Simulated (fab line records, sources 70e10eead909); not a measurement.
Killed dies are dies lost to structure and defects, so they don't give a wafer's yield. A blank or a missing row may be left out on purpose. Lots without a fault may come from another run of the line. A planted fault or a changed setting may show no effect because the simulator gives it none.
Tool commonality check | flow nand_harc | 3 lots, 9 wafers sampled

WHY IT WAS OPENED
At NHARC_END_SORT_01 the reading defect_limited_yield is flagged on 2 of 3 lots. Wafers without a fault read 90.6 %, standard deviation 2.3.
Rule: a lot is flagged when every wafer of it that has a number lies more than 4 standard deviations from that mean, or none has a number. The other lots count as sound.

lot  | measured     | on        | defect_limited_yield (%), wafer by wafer | flag
L791 | day 26 13:33 | prober-01 | 0 0 0                                    | FLAGGED
L790 | day 26 13:35 | prober-02 | 0 0 0                                    | FLAGGED
L805 | day 32 20:16 | prober-01 | 91.7 90.7 89.5                           |
The numbers of the flagged lots are 0.0 % on average: -90.6 % against the usual, or -39 standard deviations.

WHICH TOOL RAN EACH LOT
The record holds 2 process steps before the reading, out of a route of 1302 steps. In each cell: the tool, then ch and the chambers that the sampled wafers went through, then the start.
lot  | flag    | NHARC_A_M1_PVD_20                       | NHARC_A_BONDPAD_DEP_00
L791 | FLAGGED | pvd_sputter-02, day 25 06:13 or earlier | pecvd-03 ch 0,1,2, day 25 06:13
L790 | FLAGGED | pvd_sputter-03, day 25 06:24 or earlier | pecvd-01 ch 0,2, day 25 06:24
L805 |         | pvd_sputter-02, day 31 04:44 or earlier | pecvd-04 ch 0,1, day 31 04:44
What these steps do:
- NHARC_A_M1_PVD_20: deposits TaN, target thk 5 nm, time 8.06 s.
- NHARC_A_BONDPAD_DEP_00: deposits SiCN, target thk 250 nm.
- NHARC_END_SORT_01

FLAGGED OVER TOTAL, TOOL BY TOOL (the gauges that took the reading come last)
step                   | tool           | lots run | flagged | share of the flagged lots | sound lots run after its first flagged lot
NHARC_A_M1_PVD_20      | pvd_sputter-02 | 2        | 1       | some                      | 1 (L805)
NHARC_A_M1_PVD_20      | pvd_sputter-03 | 1        | 1       | some                      | 0
NHARC_A_BONDPAD_DEP_00 | pecvd-01       | 1        | 1       | some                      | 0
NHARC_A_BONDPAD_DEP_00 | pecvd-03       | 1        | 1       | some                      | 0
NHARC_A_BONDPAD_DEP_00 | pecvd-04       | 1        | 0       | none                      | -
NHARC_END_SORT_01      | prober-01      | 2        | 1       | some                      | 1 (L805)
NHARC_END_SORT_01      | prober-02      | 1        | 1       | some                      | 0
NHARC_A_M1_PVD_20 gives no start for some lots, so the hours and the order of its lots are those of NHARC_A_BONDPAD_DEP_00.

WHAT THE TABLE ALLOWS
No row of the table ran every flagged lot.

WHAT THE SIMULATOR HAD PUT IN
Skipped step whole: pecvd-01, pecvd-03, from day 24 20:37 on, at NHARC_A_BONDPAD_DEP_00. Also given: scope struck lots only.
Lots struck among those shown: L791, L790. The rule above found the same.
